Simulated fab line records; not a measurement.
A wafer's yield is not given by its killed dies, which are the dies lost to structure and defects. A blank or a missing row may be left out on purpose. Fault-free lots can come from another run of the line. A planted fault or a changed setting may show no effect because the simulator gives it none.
Chamber matching	flow n5 finfet	3 sister chambers for N5_BEOL_M4_PRE_CLEAN_60 on cvd co-02
The step time 15 s. 24 wafers are shown with their chamber, then 12 later ones without.

WAFERS WITH THEIR CHAMBER
wafer	chamber	heater power outer w (W)	heater power w (W)	rf fwd power W (W)
L075.1	1	20	81	298.6
L075.3	0	4	71	298.2
L075.5	0	4	70	296.1
L074.2	0	4	69	298.1
L074.3	1	20	82	296.8
L074.6	0	4	71	298.2
L077.2	2	32	99	295.9
L077.3	1	20	80	298.6
L077.6	1	20	80	298.7
L078.2	0	4	71	295.0
L078.3	1	20	81	297.0
L078.6	0	4	68	295.4
L080.1	2	33	102	296.9
L080.4	1	20	80	299.0
L080.5	2	33	100	296.8
L083.1	2	33	102	297.5
L083.3	0	4	70	296.2
L083.5	0	4	72	296.2
L085.3	0	4	69	296.9
L085.5	2	33	100	296.9
L085.6	0	4	70	295.4
L088.1	1	20	80	296.3
L088.3	2	34	101	297.0
L088.4	2	34	101	297.6

SIGNATURES (means of the wafers above)
reading	chamber 0	chamber 1	chamber 2	scatter within a chamber
heater power outer w	4.00	20.00	33.14	0.369
heater power w	70.10	80.57	100.71	1.07
rf fwd power W	296.570	297.857	296.943	1.04
Rule: for a wafer and a chamber, the distance is found by dividing, reading by reading, the gap between the wafer's reading and the chamber's mean by the reading's scatter, squaring, summing and taking the root. The wafer belongs to the nearest chamber; if the next one is less than 2 further off, it can't be placed. The scatter: take each reading less its chamber's mean, square it, sum over the shown wafers, divide by the number of wafers less the number of chambers, and take the root.

WAFERS MISSING THEIR CHAMBER
wafer	heater power outer w (W)	heater power w (W)	rf fwd power W (W)
L089.2	20	78	297.5
L089.4	4	72	295.5
L089.5	20	79	299.1
L093.2	34	100	298.2
L093.4	34	102	297.5
L093.6	4	70	297.3
L092.1	20	78	297.7
L092.2	4	73	296.9
L092.3	33	103	297.6
L097.1	33	100	297.5
L097.3	20	79	298.4
L097.6	33	102	297.7

THE CHAMBER EACH PASSED THROUGH
wafer	from the rows above	in truth
L089.2	1	1
L089.4	0	0
L089.5	1	1
L093.2	2	2
L093.4	2	2
L093.6	0	0
L092.1	1	1
L092.2	0	0
L092.3	2	2
L097.1	2	2
L097.3	1	1
L097.6	2	2
Correctly placed: 12 of 12. From these rows, 0 cannot be placed. 0 placed wrongly.
